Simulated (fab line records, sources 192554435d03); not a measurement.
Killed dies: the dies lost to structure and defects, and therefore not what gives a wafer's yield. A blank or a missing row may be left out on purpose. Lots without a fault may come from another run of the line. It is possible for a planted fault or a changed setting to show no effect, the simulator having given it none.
fab line records + flow n5_finfet
[record]
- lots = 5
- wafers = 13
- last_day = 16
route steps=1938 shown HKMG_FIN@436 PASSIVATION@1936
lots that met no fault: from a run of the same line without faults
start_h: the number of hours between the record's first day and the start of the first shown wafer of the lot + wait_h: how many hours have passed since the lot's step before this one + " unchanged from the row above + L1.1+2: a row that stands for several wafers + - no value, or no start was given + * or withheld: withheld + < > ~ a bound
route shown NAME@n: names a module that has steps shown in the file, with the first one's number in the route + usual: mean/standard deviation taken from wafers without a fault + same: alike in all rows + chamber/n: place in a boat + sites: each site's reading + _std_site: their standard deviation + _edge_site: inner sites' mean taken away from outer sites' mean + radius_mm: how far each site lies from the wafer's centre + mask NAME#n: copy n + behind: tool/chamber where the wafer was last shaped + hold: cause of the lot's hold/its duration in hours/its outcome + device: which transistor (n, p or np) failed to switch + end of line: tests of these same wafers at the route's end + where a step has no rows: the recipe by itself + killed: at the first sort, the dies lost to defects and structure; wafer yield is something else + map: shows each die of a wafer: x if killed, . if not, _ if none is there
set.NAME: the setting the step ran with; set.NAME@STEP: the setting that earlier step ran with + model.NAME: the simulator's own value behind a step, which no gauge read
lots seen at some steps along the route; tables by step, rows by wafer
services: from which hour (start_h, from the record's first day; less than 0 if before it) a tool's chamber was out of use, for how many hours, and why
[[steps]]
[step N5_HKMG_FIN_STRIP_33]
[recipe]
- chemistry = N2/H2
- temp_c = 40
- n2_flow_sccm = 200
- h2_flow_sccm = 200
- rf_frequency_hz = 6e+07
[step N5_HKMG_FIN_STRIP_34]
[recipe]
- chemistry = CF4
- resist = SiARC
- power_w = 300
- bias_power_w = 75
- pressure_mtorr = 50
- cf4_flow_sccm = 150
- rf_frequency_hz = 6e+07
[usual]
- drypump_motor_current_A = 5.60/0.29
- oes_product_au = 0.79/0.087
- rf_vpp_V = 270.6/1.3
- showerhead_plenum_p_Torr = 1.77/0.045
- throttle_valve_pct = 13.60/0.24
| lot.wafer | tool        | chamber | start_h | wait_h | drypump_motor_current_A | oes_product_au | rf_hours_counter_h | rf_vpp_V | showerhead_plenum_p_Torr | throttle_valve_pct |
|-----------|-------------|---------|---------|--------|-------------------------|----------------|--------------------|----------|--------------------------|--------------------|
| L744.4    | rie_diel-06 | 3       | 85.94   | 0.0    | 5.93                    | 0.73           | 185                | 268.9    | 1.72                     | 13.82              |
| L744.5    | "           | 0       | "       | "      | 6.03                    | 0.93           | -                  | 269.5    | 1.76                     | 13.29              |
| L744.6    | "           | 3       | "       | "      | 5.93                    | 0.72           | -                  | 269.0    | 1.72                     | 13.83              |
| L747.2    | rie_diel-02 | 1       | 99.61   | 0.0    | 5.16                    | 0.78           | 100                | 270.6    | 1.73                     | 13.87              |
| L747.3    | "           | 2       | "       | "      | 5.68                    | 0.73           | 180                | 270.3    | 1.80                     | 13.81              |
| L747.4    | "           | 0       | "       | "      | 5.67                    | 0.75           | 182                | 269.4    | 1.73                     | 13.84              |
| L754.2    | rie_diel-02 | 0       | 142.08  | 0.0    | 5.67                    | 0.73           | 201                | 267.9    | 1.72                     | 13.89              |
| L763.1    | rie_diel-03 | 1       | 195.38  | 0.0    | 5.23                    | 0.79           | 119                | 270.4    | 1.73                     | 13.49              |
| L763.3    | "           | 0       | "       | "      | 5.10                    | 0.67           | 245                | 274.2    | 1.84                     | 13.63              |
| L763.5    | "           | 2       | "       | "      | 5.70                    | 0.88           | -                  | 272.4    | 1.84                     | 13.43              |
| L764.3    | rie_diel-02 | 3       | 202.10  | 0.0    | 5.77                    | 0.90           | 18                 | 270.7    | 1.76                     | 13.36              |
| L764.5    | "           | 0       | "       | "      | 5.68                    | 0.73           | -                  | 269.2    | 1.72                     | 13.91              |
| L764.6    | "           | 1       | "       | "      | 5.21                    | 0.74           | -                  | 269.8    | 1.72                     | 13.94              |
[step N5_HKMG_FIN_ETCH_35]
[recipe]
- chemistry = N2/H2
- target = SOC
- target_depth_a = 2158
- ion_energy_ev = 65
- bias_w = 5
- source_w = 3000
- time_s = 243.4
- pressure_mtorr = 30
- n2_flow_sccm = 200
- h2_flow_sccm = 200
[step N5_HKMG_FIN_STRIP_92]
[recipe]
- chemistry = N2/H2
- material = SOC
- time_s = 20
- power_w = 500
- temp_c = 40
- pressure_mtorr = 50
- rf_frequency_hz = 6e+07
- bias_power_w = 8
- h2_frac = 0.5
- n2_flow_sccm = 300
- h2_flow_sccm = 300
[usual]
- drypump_motor_current_A = 5.61/0.3
- oes_product_au = 0.79/0.085
- rf_vpp_V = 54.0/0.8
- showerhead_plenum_p_Torr = 3.32/0.087
- throttle_valve_pct = 19.1/0.56
| lot.wafer | tool        | chamber | start_h | wait_h | drypump_motor_current_A | oes_product_au | rf_hours_counter_h | rf_vpp_V | showerhead_plenum_p_Torr | throttle_valve_pct |
|-----------|-------------|---------|---------|--------|-------------------------|----------------|--------------------|----------|--------------------------|--------------------|
| L744.4    | rie_diel-06 | 3       | 86.11   | 0.1    | 5.93                    | 0.72           | 185                | 53.8     | 3.20                     | 18.8               |
| L744.5    | "           | 0       | "       | "      | 6.04                    | 0.91           | -                  | 54.3     | 3.28                     | 18.4               |
| L744.6    | "           | 3       | "       | "      | 5.94                    | 0.73           | -                  | 54.3     | 3.20                     | 18.8               |
| L747.2    | rie_diel-02 | 1       | 99.78   | 0.1    | 5.25                    | 0.78           | 100                | 53.7     | 3.26                     | 19.2               |
| L747.3    | "           | 2       | "       | "      | 5.71                    | 0.74           | 181                | 54.7     | 3.34                     | 19.7               |
| L747.4    | "           | 0       | "       | "      | 5.68                    | 0.75           | 182                | 54.2     | 3.26                     | 19.9               |
| L754.2    | rie_diel-02 | 0       | 142.25  | 0.1    | 5.71                    | 0.73           | 201                | 51.7     | 3.25                     | 19.9               |
| L763.1    | rie_diel-03 | 1       | 195.54  | 0.1    | 5.23                    | 0.78           | 119                | 54.8     | 3.20                     | 18.5               |
| L763.3    | "           | 0       | "       | "      | 5.08                    | 0.69           | 245                | 55.8     | 3.45                     | 18.8               |
| L763.5    | "           | 2       | "       | "      | 5.72                    | 0.86           | -                  | 55.0     | 3.38                     | 18.5               |
| L764.3    | rie_diel-02 | 3       | 202.27  | 0.1    | 5.77                    | 0.91           | 18                 | 53.7     | 3.33                     | 19.5               |
| L764.5    | "           | 0       | "       | "      | 5.68                    | 0.70           | -                  | 53.3     | 3.24                     | 20.0               |
| L764.6    | "           | 1       | "       | "      | 5.24                    | 0.73           | -                  | 54.1     | 3.24                     | 19.3               |
[step N5_HKMG_FIN_WET_ETCH_18]
[recipe]
- chemistry = SC1
- target = TiN
- mix = 1:1:5
- temp_c = *
- time_s = 55
- target_depth_nm = 5.2
- dry = ipa_marangoni
- rinse_time_s = 30
- rinse_temp_c = 23
[step N5_HKMG_FIN_STRIP_19]
[recipe]
- chemistry = N2/H2
- power_w = 2500
- temp_c = 300
- h2_frac = 0.65
- time_s = 360
- pressure_mtorr = withheld
- n2_flow_sccm = 1750
- h2_flow_sccm = 3250
[step N5_HKMG_FIN_ALD_91]
[recipe]
- material = TiN
- target_thk_a = 10
- temp_c = 400
- ald_precursor_family = TiCl4
- ald_co_reactant = NH3
- pulse_time_s = 1
- purge_time_s = 3
- co_reactant_purge_time_s = 2
- co_reactant_pulse_time_s = 2
- ald_cycles = 47
- pressure_torr = 3
[usual]
- heater_power_w = 912/81
- precursor_pulse_height_rel = 1.000/0.021
| lot.wafer | tool         | chamber | start_h | wait_h | heater_power_w | precursor_pulse_height_rel | since_wet_clean_h |
|-----------|--------------|---------|---------|--------|----------------|----------------------------|-------------------|
| L744.4    | ald_metal-04 | 2       | 86.64   | 0.1    | 823            | 0.971                      | 1288              |
| L744.5    | "            | 0       | "       | "      | 862            | 0.997                      | -                 |
| L744.6    | "            | 1       | "       | "      | 939            | 1.026                      | -                 |
| L747.2    | ald_metal-02 | 2       | 100.37  | 0.3    | 816            | 1.016                      | 4379              |
| L747.3    | "            | 3       | "       | "      | 837            | 1.030                      | 4379              |
| L747.4    | "            | 1       | "       | "      | 947            | 0.985                      | 4379              |
| L754.2    | ald_metal-04 | 2       | 142.78  | 0.3    | 824            | 0.979                      | 1344              |
| L763.1    | ald_metal-03 | 1       | 196.07  | 0.3    | 1013           | 1.006                      | 2936              |
| L763.3    | "            | 3       | "       | "      | 906            | 0.983                      | 2936              |
| L763.5    | "            | 2       | "       | "      | 1047           | 0.981                      | -                 |
| L764.3    | ald_metal-03 | 1       | 202.98  | 0.3    | 1055           | 0.997                      | 2943              |
| L764.5    | "            | 2       | "       | "      | 1034           | 1.045                      | -                 |
| L764.6    | "            | 1       | "       | "      | 1071           | 0.970                      | -                 |
[step N5_HKMG_FIN_COAT_85]
[recipe]
- resist = SOC
- temp_c = 250
- time_s = 60
- spin_rpm = 1500
- resist_thk_nm = 300
[step N5_HKMG_FIN_ETCH_86]
[recipe]
- chemistry = N2/H2
- target = SOC
- target_depth_a = 3932
- stop_on = TiN
- ion_energy_ev = 100
- bias_w = 61
- pressure_mtorr = 30
- source_w = 850
- n2_flow_sccm = 200
- h2_flow_sccm = 200
[usual]
- drypump_motor_current_A = 5.61/0.27
- oes_product_au = 0.78/0.084
- rf_vpp_V = 240.3/1.1
- showerhead_plenum_p_Torr = 2.51/0.066
- throttle_valve_pct = 17.9/0.3
| lot.wafer | tool        | chamber | start_h | wait_h | drypump_motor_current_A | oes_product_au | rf_hours_counter_h | rf_vpp_V | showerhead_plenum_p_Torr | throttle_valve_pct |
|-----------|-------------|---------|---------|--------|-------------------------|----------------|--------------------|----------|--------------------------|--------------------|
| L744.4    | rie_diel-03 | 2       | 86.98   | -      | 5.71                    | 0.95           | 13                 | 240.5    | 2.58                     | 17.4               |
| L744.5    | "           | 3       | "       | "      | 5.84                    | 0.76           | -                  | 240.9    | 2.54                     | 17.7               |
| L744.6    | "           | 2       | "       | "      | 5.70                    | 0.96           | -                  | 242.2    | 2.58                     | 17.4               |
| L747.2    | rie_diel-02 | 2       | 100.71  | -      | 5.66                    | 0.73           | 181                | 240.1    | 2.52                     | 18.1               |
| L747.3    | "           | 3       | "       | "      | 5.74                    | 0.69           | 242                | 240.5    | 2.53                     | 18.4               |
| L747.4    | "           | 1       | "       | "      | 5.19                    | 0.78           | 101                | 239.5    | 2.47                     | 18.2               |
| L754.2    | rie_diel-02 | 2       | 143.14  | -      | 5.71                    | 0.71           | 200                | 240.2    | 2.51                     | 18.1               |
| L763.1    | rie_diel-03 | 3       | 196.43  | -      | 5.92                    | 0.73           | 172                | 240.4    | 2.53                     | 17.8               |
| L763.3    | "           | 2       | "       | "      | 5.72                    | 0.88           | 52                 | 242.0    | 2.56                     | 17.5               |
| L763.5    | "           | 3       | "       | "      | 5.89                    | 0.72           | -                  | 241.1    | 2.53                     | 17.8               |
| L764.3    | rie_diel-06 | 0       | 203.45  | -      | 6.02                    | 0.86           | 43                 | 240.2    | 2.47                     | 17.5               |
| L764.5    | "           | 3       | "       | "      | 5.94                    | 0.69           | -                  | 239.0    | 2.40                     | 18.0               |
| L764.6    | "           | 2       | "       | "      | 5.52                    | 0.84           | -                  | 241.1    | 2.59                     | 18.0               |
[step N5_HKMG_FIN_STRIP_89]
[recipe]
- chemistry = N2/H2
- material = SOC
- time_s = 20
- power_w = 500
- temp_c = 40
- pressure_mtorr = 50
- rf_frequency_hz = 6e+07
- bias_power_w = 8
- h2_frac = 0.5
- n2_flow_sccm = 300
- h2_flow_sccm = 300
[usual]
- drypump_motor_current_A = 5.61/0.27
- oes_product_au = 0.79/0.085
- rf_vpp_V = 54.1/0.79
- showerhead_plenum_p_Torr = 3.32/0.084
- throttle_valve_pct = 19.3/0.56
| lot.wafer | tool        | chamber | start_h | wait_h | drypump_motor_current_A | oes_product_au | rf_hours_counter_h | rf_vpp_V | showerhead_plenum_p_Torr | throttle_valve_pct |
|-----------|-------------|---------|---------|--------|-------------------------|----------------|--------------------|----------|--------------------------|--------------------|
| L744.4    | rie_diel-03 | 2       | 87.04   | 0.0    | 5.72                    | 0.92           | 13                 | 55.7     | 3.41                     | 18.4               |
| L744.5    | "           | 3       | "       | "      | 5.93                    | 0.76           | -                  | 54.8     | 3.36                     | 19.0               |
| L744.6    | "           | 2       | "       | "      | 5.71                    | 0.92           | -                  | 53.9     | 3.41                     | 18.5               |
| L747.2    | rie_diel-02 | 2       | 100.77  | 0.0    | 5.70                    | 0.75           | 181                | 53.9     | 3.33                     | 19.7               |
| L747.3    | "           | 3       | "       | "      | 5.77                    | 0.69           | 243                | 55.6     | 3.34                     | 19.9               |
| L747.4    | "           | 1       | "       | "      | 5.21                    | 0.77           | 101                | 54.1     | 3.26                     | 19.2               |
| L754.2    | rie_diel-02 | 1       | 143.20  | 0.0    | 5.23                    | 0.76           | 117                | 52.9     | 3.25                     | 19.2               |
| L763.1    | rie_diel-03 | 3       | 196.49  | 0.0    | 5.95                    | 0.72           | 172                | 53.8     | 3.34                     | 19.0               |
| L763.3    | "           | 2       | "       | "      | 5.72                    | 0.86           | 52                 | 51.9     | 3.38                     | 18.5               |
| L763.5    | "           | 3       | "       | "      | 5.97                    | 0.72           | -                  | 53.8     | 3.34                     | 19.0               |
| L764.3    | rie_diel-06 | 0       | 203.51  | 0.0    | 6.11                    | 0.85           | 43                 | 54.4     | 3.27                     | 18.5               |
| L764.5    | "           | 3       | "       | "      | 5.93                    | 0.70           | -                  | 53.0     | 3.18                     | 18.9               |
| L764.6    | "           | 2       | "       | "      | 5.57                    | 0.87           | -                  | 53.8     | 3.42                     | 20.0               |
[step N5_HKMG_FIN_WET_ETCH_87]
[recipe]
- chemistry = SC1
- target = TiN
- mix = 1:2:40
- temp_c = 50
- time_s = 154.2
- target_depth_nm = 4.7
- dry = ipa_marangoni
- rinse_time_s = 30
- rinse_temp_c = 23
[step N5_HKMG_FIN_STRIP_88]
[recipe]
- chemistry = N2/H2
- power_w = 2500
- temp_c = 300
- h2_frac = 0.65
- time_s = 360
- pressure_mtorr = withheld
- n2_flow_sccm = 1750
- h2_flow_sccm = 3250
[step N5_HKMG_FIN_NWFM_ALD_20]
[recipe]
- material = TiAlC
- target_thk_a = 20
- temp_c = 300
- ald_precursor_family = TiCl4
- ald_co_reactant = TEA
- pulse_time_s = 3
- purge_time_s = 2
- co_reactant_purge_time_s = 2
- co_reactant_pulse_time_s = 10
- ald_cycles = 7
- pressure_torr = 3
[usual]
- ald_cycles = 7/0
- heater_power_w = 498/34
- precursor_pulse_height_rel = 0.997/0.016
| lot.wafer | tool         | chamber | start_h | wait_h | ald_cycles | heater_power_w | precursor_pulse_height_rel | since_wet_clean_h |
|-----------|--------------|---------|---------|--------|------------|----------------|----------------------------|-------------------|
| L744.4    | ald_metal-02 | 1       | 87.62   | 0.1    | 7          | 524            | 1.025                      | 4366              |
| L744.5    | "            | 0       | "       | "      | 7          | 484            | 0.952                      | -                 |
| L744.6    | "            | 3       | "       | "      | 7          | 471            | 1.022                      | -                 |
| L747.2    | ald_metal-04 | 0       | 101.35  | 0.3    | 7          | 489            | 1.000                      | 1303              |
| L747.3    | "            | 3       | "       | "      | 7          | 510            | 0.985                      | 1303              |
| L747.4    | "            | 1       | "       | "      | 7          | 534            | 0.984                      | 1303              |
| L754.2    | ald_metal-02 | 2       | 143.77  | 0.3    | 6          | 466            | 0.994                      | 4422              |
| L763.1    | ald_metal-04 | 1       | 197.06  | 0.3    | 7          | 526            | 0.986                      | 1398              |
| L763.3    | "            | 0       | "       | "      | 7          | 478            | 1.017                      | 1398              |
| L763.5    | "            | 3       | "       | "      | 7          | 500            | 0.993                      | -                 |
| L764.3    | ald_metal-04 | 0       | 204.11  | 0.1    | 7          | 475            | 1.003                      | 1405              |
| L764.5    | "            | 0       | "       | "      | 7          | 479            | 0.999                      | -                 |
| L764.6    | "            | 3       | "       | "      | 7          | 498            | 1.029                      | -                 |
[step N5_HKMG_FIN_ALD_71]
[recipe]
- material = TiN
- target_thk_a = 10
- temp_c = 400
- ald_precursor_family = TiCl4
- ald_co_reactant = NH3
- pulse_time_s = 1
- purge_time_s = 3
- co_reactant_purge_time_s = 2
- co_reactant_pulse_time_s = 2
- ald_cycles = 47
- pressure_torr = 3
[step N5_PASSIVATION_PROBE_49]
[usual]
- killed_at_M0_to_M3 = 34/8.9
- killed_at_M4_up = 13/4.6
- killed_at_contacts = 12/5.5
- killed_at_front_end = 41/11
- killed_at_other = 3.1/2.9
- killed_dies = 102/16
- killed_open = 66/11
- killed_short = 34/7.6
[same]
- gross_dies = 1180
- killed_at_back_side = 0
| lot.wafer | tool      | chamber | start_h | wait_h | killed_at_M0_to_M3 | killed_at_M4_up | killed_at_contacts | killed_at_front_end | killed_at_other | killed_dies | killed_open | killed_short |
|-----------|-----------|---------|---------|--------|--------------------|-----------------|--------------------|---------------------|-----------------|-------------|-------------|--------------|
| L763.1    | prober-01 | -       | 380.91  | 0.0    | 19                 | 11              | 7                  | 30                  | 1               | 68          | 49          | 19           |
| L763.3    | prober-01 | -       | 381.01  | 0.1    | 26                 | 13              | 15                 | 59                  | 1               | 114         | 74          | 35           |
| L763.5    | prober-01 | -       | 381.11  | 0.2    | 21                 | 10              | 10                 | 46                  | 5               | 92          | 59          | 31           |
| L764.3    | prober-02 | -       | 392.02  | 0.1    | 42                 | 9               | 7                  | 32                  | 2               | 92          | 50          | 42           |
| L764.5    | prober-02 | -       | 392.12  | 0.2    | 25                 | 6               | 10                 | 27                  | 4               | 72          | 45          | 27           |
| L764.6    | prober-02 | -       | 392.17  | 0.3    | 36                 | 14              | 15                 | 17                  | 0               | 82          | 56          | 25           |
// killed by level:class
L763.1 DUMMY_GATE:geometric_particle:open=8 MOL_CONTACT_COAG:geometric_particle:open=7 GATE_CUT:geometric_particle:short=7 BEOL_M0_SAQP:geometric_particle:open=5 BEOL_M2:geometric_particle:open=5 GATE_CUT:geometric_particle:open=4 STI_FIN_REVEAL:geometric_particle:open=3 BEOL_M3:geometric_particle:open=3
L763.3 STI_FIN_REVEAL:geometric_particle:open=23 MOL_CONTACT_COAG:geometric_particle:open=10 DUMMY_GATE:geometric_particle:open=8 BEOL_M0_SAQP:geometric_particle:short=7 STI_FIN_REVEAL:geometric_particle:short=6 MOL_CONTACT_COAG:geometric_particle:short=5 BEOL_M0_SAQP:geometric_particle:open=5 HKMG_FIN:area_etch=5
L763.5 STI_FIN_REVEAL:geometric_particle:open=15 STI_FIN_REVEAL:geometric_particle:short=11 MOL_CONTACT_COAG:geometric_particle:open=8 BEOL_M0_SAQP:geometric_particle:open=8 BEOL_M0_SAQP:geometric_particle:short=5 DUMMY_GATE:geometric_particle:open=5 PASS1_DEP:geometric_particle:open=4 STARTING-WAFER:geometric_particle:open=4
L764.3 BEOL_M0_SAQP:geometric_particle:open=15 BEOL_M0_SAQP:geometric_particle:short=11 FIN_SAQP:geometric_particle:open=5 GATE_CUT:geometric_particle:short=5 MOL_CONTACT_COAG:geometric_particle:open=5 BEOL_M1:geometric_particle:open=5 FIN_SAQP:geometric_particle:short=4 FIN_CUT:geometric_particle:short=4
L764.5 STI_FIN_REVEAL:geometric_particle:open=6 MOL_CONTACT_COAG:geometric_particle:open=6 BEOL_M0_SAQP:geometric_particle:short=6 BEOL_M0_SAQP:geometric_particle:open=5 BEOL_M3:geometric_particle:open=5 MOL_CONTACT_COAG:geometric_particle:short=4 STI_FIN_REVEAL:geometric_particle:short=3 GATE_CUT:geometric_particle:open=3
L764.6 MOL_CONTACT_COAG:geometric_particle:open=11 BEOL_M0_SAQP:geometric_particle:open=10 BEOL_M0_SAQP:geometric_particle:short=9 BEOL_M2:geometric_particle:open=7 BEOL_M1:geometric_particle:open=5 FIN_SAQP:geometric_particle:short=4 MOL_CONTACT_COAG:geometric_particle:short=4 BEOL_M4:geometric_particle:open=4
[[services]]
| tool         | chamber | start_h | hours | kind                          |
|--------------|---------|---------|-------|-------------------------------|
| rie_diel-06  | 1       | 65.46   | -     | clean                         |
| rie_diel-06  | 1       | 65.46   | -     | consumable_replace:focus_ring |
| rie_diel-06  | 1       | 65.46   | 16.3  | scheduled_down                |
| rie_diel-06  | 1       | 65.46   | 16.3  | vent_cycle                    |
| rie_diel-02  | 0       | 68.45   | 6.2   | repair                        |
| ald_metal-03 | 1       | 86.04   | 14.5  | repair                        |
| rie_diel-02  | -       | 91.15   | 2.8   | pm                            |
| rie_diel-06  | 0       | 91.22   | 16.7  | repair                        |
| ald_metal-03 | 0       | 105.20  | 1.5   | repair                        |
| rie_diel-02  | 1       | 112.26  | 2.7   | repair                        |
| rie_diel-02  | 3       | 116.22  | -     | clean                         |
| rie_diel-02  | 3       | 116.22  | -     | consumable_replace:focus_ring |
| rie_diel-02  | 3       | 116.22  | 31.6  | scheduled_down                |
| rie_diel-02  | 3       | 116.22  | 31.6  | vent_cycle                    |
| ald_metal-04 | -       | 125.67  | 0.7   | repair                        |
| ald_metal-02 | 2       | 133.25  | 9.4   | repair                        |
| rie_diel-06  | 3       | 143.16  | 8.3   | repair                        |
| ald_metal-03 | 0       | 172.35  | 26.0  | repair                        |
| rie_diel-06  | -       | 174.34  | 14.6  | pm                            |
| rie_diel-02  | -       | 198.01  | 0.6   | repair                        |
| ald_metal-02 | -       | 199.16  | 4.3   | pm                            |
| rie_diel-02  | 1       | 204.08  | 6.8   | repair                        |
[[key]]
[first_sign]
- step = N5_HKMG_FIN_NWFM_ALD_20
- reading = ald_cycles
- direction = down
- sigmas = 99+
- usual = *
- struck = *
effect none on later readings
met_at N5_HKMG_FIN_NWFM_ALD_20
struck_wafers L754.2
tester_left_out L754
onset_between 100.37 143.77
[earlier_fault]
- kind = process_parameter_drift
- tool = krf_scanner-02
- chamber = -
- onset_h = 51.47
- steps = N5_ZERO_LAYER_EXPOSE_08
- channel = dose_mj
- offset = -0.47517
- shape = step
- acts_in = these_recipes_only
- stated = 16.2
[fault]
- kind = process_parameter_drift
- tool = ald_metal-02
- chamber = 2
- onset_h = 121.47
- steps = N5_HKMG_FIN_NWFM_ALD_20
- channel = ald_cycles
- offset = *
- shape = step
- acts_in = *
- stated = *
// tester_left_out: of these lots the tester's yield and bins aren't shown, on N5 and GAA mostly nor the transistor test; their killed dies are dies lost to structure and defects alone, not to doping, threshold or leakage, so they don't give the yield
